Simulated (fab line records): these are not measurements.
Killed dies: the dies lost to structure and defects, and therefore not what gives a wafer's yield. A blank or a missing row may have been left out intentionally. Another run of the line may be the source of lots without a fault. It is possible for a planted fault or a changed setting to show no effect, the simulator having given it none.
Split-lot study :: flow n5 finfet :: 39 wafers read from 7 lots, route of 1938 steps

THE SPLIT
At N5_STI_FIN_REVEAL_ETCHBACK_08 (etches SiO2 in C4F6/O2, target depth 30.5 nm, time 10.167 s), the setting time s was moved away from the recipe's 10.167 s on 9 of the 39 wafers read, by -50.6% to +33.1%. For the rest of the wafers, this setting stayed at what the recipe calls for.

FROM THE SPLIT TO THE READING: what the file shows between them, 3 steps
- N5_STI_FIN_REVEAL_STRIP_24: strips in N2/H2, time 90 s
- N5_STI_FIN_REVEAL_PRECLEAN_25: cleans in SPM, time 90 s
- N5_STI_FIN_REVEAL_SRD_23: time 30 s

THE READING
trench depth nm, in nm, at N5_STI_FIN_REVEAL_FIN_H_MEAS_10. Typical for fault-free wafers on this fab line: 52.0 nm, with standard deviation 0.66 nm.

wafer: L076.1
tool, chamber at the split: rie diel-06, 0,1,0
time s as run, s: 10.167
against the recipe: recipe
trench depth nm, nm: 52.7
against lot-mates on the recipe: -

wafer: L076.4
tool, chamber at the split: rie diel-06, 0,1,0
time s as run, s: 10.167
against the recipe: recipe
trench depth nm, nm: 51.7
against lot-mates on the recipe: -

wafer: L076.5
tool, chamber at the split: rie diel-06, 0,1,0
time s as run, s: 10.167
against the recipe: recipe
trench depth nm, nm: 52.9
against lot-mates on the recipe: -

wafer: L080.1
tool, chamber at the split: rie diel-06, 3,0,2,1,1,0
time s as run, s: 10.167
against the recipe: recipe
trench depth nm, nm: 52.2
against lot-mates on the recipe: -

wafer: L080.2
tool, chamber at the split: rie diel-06, 3,0,2,1,1,0
time s as run, s: 10.167
against the recipe: recipe
trench depth nm, nm: 53.4
against lot-mates on the recipe: -

wafer: L080.3
tool, chamber at the split: rie diel-06, 3,0,2,1,1,0
time s as run, s: 10.167
against the recipe: recipe
trench depth nm, nm: 52.4
against lot-mates on the recipe: -

wafer: L080.4
tool, chamber at the split: rie diel-06, 3,0,2,1,1,0
time s as run, s: 10.167
against the recipe: recipe
trench depth nm, nm: 51.9
against lot-mates on the recipe: -

wafer: L080.5
tool, chamber at the split: rie diel-06, 3,0,2,1,1,0
time s as run, s: 10.167
against the recipe: recipe
trench depth nm, nm: 51.8
against lot-mates on the recipe: -

wafer: L080.6
tool, chamber at the split: rie diel-06, 3,0,2,1,1,0
time s as run, s: 10.167
against the recipe: recipe
trench depth nm, nm: 53.4
against lot-mates on the recipe: -

wafer: L085.1
tool, chamber at the split: rie diel-04, 0,1,2,3,3,0
time s as run, s: 10.167
against the recipe: recipe
trench depth nm, nm: 52.6
against lot-mates on the recipe: -

wafer: L085.2
tool, chamber at the split: rie diel-04, 0,1,2,3,3,0
time s as run, s: 10.167
against the recipe: recipe
trench depth nm, nm: 53.8
against lot-mates on the recipe: -

wafer: L085.3
tool, chamber at the split: rie diel-04, 0,1,2,3,3,0
time s as run, s: 10.167
against the recipe: recipe
trench depth nm, nm: 52.1
against lot-mates on the recipe: -

wafer: L085.4
tool, chamber at the split: rie diel-04, 0,1,2,3,3,0
time s as run, s: 10.167
against the recipe: recipe
trench depth nm, nm: 53.0
against lot-mates on the recipe: -

wafer: L085.5
tool, chamber at the split: rie diel-04, 0,1,2,3,3,0
time s as run, s: 10.167
against the recipe: recipe
trench depth nm, nm: 53.2
against lot-mates on the recipe: -

wafer: L085.6
tool, chamber at the split: rie diel-04, 0,1,2,3,3,0
time s as run, s: 10.167
against the recipe: recipe
trench depth nm, nm: 52.9
against lot-mates on the recipe: -

wafer: L089.1
tool, chamber at the split: rie diel-02, 3,1,0,2,1,2
time s as run, s: 10.167
against the recipe: recipe
trench depth nm, nm: 52.7
against lot-mates on the recipe: -

wafer: L089.2
tool, chamber at the split: rie diel-02, 3,1,0,2,1,2
time s as run, s: 10.167
against the recipe: recipe
trench depth nm, nm: 52.1
against lot-mates on the recipe: -

wafer: L089.3
tool, chamber at the split: rie diel-02, 3,1,0,2,1,2
time s as run, s: 10.167
against the recipe: recipe
trench depth nm, nm: 52.5
against lot-mates on the recipe: -

wafer: L089.4
tool, chamber at the split: rie diel-02, 3,1,0,2,1,2
time s as run, s: 10.167
against the recipe: recipe
trench depth nm, nm: 51.5
against lot-mates on the recipe: -

wafer: L089.5
tool, chamber at the split: rie diel-02, 3,1,0,2,1,2
time s as run, s: 10.167
against the recipe: recipe
trench depth nm, nm: 52.5
against lot-mates on the recipe: -

wafer: L089.6
tool, chamber at the split: rie diel-02, 3,1,0,2,1,2
time s as run, s: 10.167
against the recipe: recipe
trench depth nm, nm: 52.5
against lot-mates on the recipe: -

wafer: L093.1
tool, chamber at the split: rie diel-02, 3,1,3
time s as run, s: 10.167
against the recipe: recipe
trench depth nm, nm: 51.9
against lot-mates on the recipe: -

wafer: L093.2
tool, chamber at the split: rie diel-02, 0,2,2
time s as run, s: 12.66
against the recipe: +24.5%
trench depth nm, nm: 60.4
against lot-mates on the recipe: +8.3

wafer: L093.3
tool, chamber at the split: rie diel-02, 3,1,3
time s as run, s: 10.167
against the recipe: recipe
trench depth nm, nm: 52.1
against lot-mates on the recipe: -

wafer: L093.4
tool, chamber at the split: rie diel-02, 0,2,2
time s as run, s: 12.66
against the recipe: +24.5%
trench depth nm, nm: 59.1
against lot-mates on the recipe: +7.0

wafer: L093.5
tool, chamber at the split: rie diel-02, 3,1,3
time s as run, s: 10.167
against the recipe: recipe
trench depth nm, nm: 52.2
against lot-mates on the recipe: -

wafer: L093.6
tool, chamber at the split: rie diel-02, 0,2,2
time s as run, s: 12.66
against the recipe: +24.5%
trench depth nm, nm: 58.9
against lot-mates on the recipe: +6.8

wafer: L094.1
tool, chamber at the split: rie diel-04, 2,1,2
time s as run, s: 13.53
against the recipe: +33.1%
trench depth nm, nm: 62.2
against lot-mates on the recipe: +10.0

wafer: L094.2
tool, chamber at the split: rie diel-04, 3,0,1
time s as run, s: 10.167
against the recipe: recipe
trench depth nm, nm: 51.8
against lot-mates on the recipe: -

wafer: L094.3
tool, chamber at the split: rie diel-04, 3,0,1
time s as run, s: 10.167
against the recipe: recipe
trench depth nm, nm: 51.8
against lot-mates on the recipe: -

wafer: L094.4
tool, chamber at the split: rie diel-04, 2,1,2
time s as run, s: 13.53
against the recipe: +33.1%
trench depth nm, nm: 62.9
against lot-mates on the recipe: +10.7

wafer: L094.5
tool, chamber at the split: rie diel-04, 3,0,1
time s as run, s: 10.167
against the recipe: recipe
trench depth nm, nm: 53.1
against lot-mates on the recipe: -

wafer: L094.6
tool, chamber at the split: rie diel-04, 2,1,2
time s as run, s: 13.53
against the recipe: +33.1%
trench depth nm, nm: 62.6
against lot-mates on the recipe: +10.4

wafer: L096.1
tool, chamber at the split: rie diel-06, 2,0,2
time s as run, s: 10.167
against the recipe: recipe
trench depth nm, nm: 51.7
against lot-mates on the recipe: -

wafer: L096.2
tool, chamber at the split: rie diel-06, 2,0,2
time s as run, s: 10.167
against the recipe: recipe
trench depth nm, nm: 52.3
against lot-mates on the recipe: -

wafer: L096.3
tool, chamber at the split: rie diel-06, 3,3,0
time s as run, s: 5.022
against the recipe: -50.6%
trench depth nm, nm: 36.0
against lot-mates on the recipe: -16.0

wafer: L096.4
tool, chamber at the split: rie diel-06, 2,0,2
time s as run, s: 10.167
against the recipe: recipe
trench depth nm, nm: 52.1
against lot-mates on the recipe: -

wafer: L096.5
tool, chamber at the split: rie diel-06, 3,3,0
time s as run, s: 5.022
against the recipe: -50.6%
trench depth nm, nm: 35.8
against lot-mates on the recipe: -16.2

wafer: L096.6
tool, chamber at the split: rie diel-06, 3,3,0
time s as run, s: 5.022
against the recipe: -50.6%
trench depth nm, nm: 36.6
against lot-mates on the recipe: -15.4
Where a row lists several chambers, the file gives one row for several wafers and doesn't say which wafer went through which chamber.

THE FIT
A straight line over all 39 wafers: trench depth nm changes by +0.313 nm for each +1% of time s; r = +0.99; the points scatter about the line by 0.6 nm.
The same after taking each lot's own level away (the mean of its wafers on the recipe; 39 wafers): +0.312 nm for each +1%; r = +1.00; scatter 0.51 nm.
On that fit, the largest move of time s shifts the reading by 16 nm.
The span of the lots' own levels, 52.03 to 52.93 nm, comes to 1.4 times the standard deviation stated above.
The two slopes are in agreement: the lot-to-lot level therefore moves the slope only a little.
Check: with one of the wafers moved furthest among these (-50.6%) left out of the fit, the line predicts -15.8 nm for it against its lot-mates. Against them it came out at -16 nm.

OTHER SPLITS APPLIED TO THESE WAFERS
Other splits were also applied to these wafers ahead of the reading. Each is held against what the fit with the lots' levels taken away leaves over:
other split on the same wafers: N5_FIN_SAQP_HM_DEP_72 time s
wafers away from the commonest value: 18
r with trench depth nm (lot level and that fit taken away): -0.15

THE FILE'S OWN FIT
trench depth nm changes by +0.312 nm for each +1% of time s, r = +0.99.
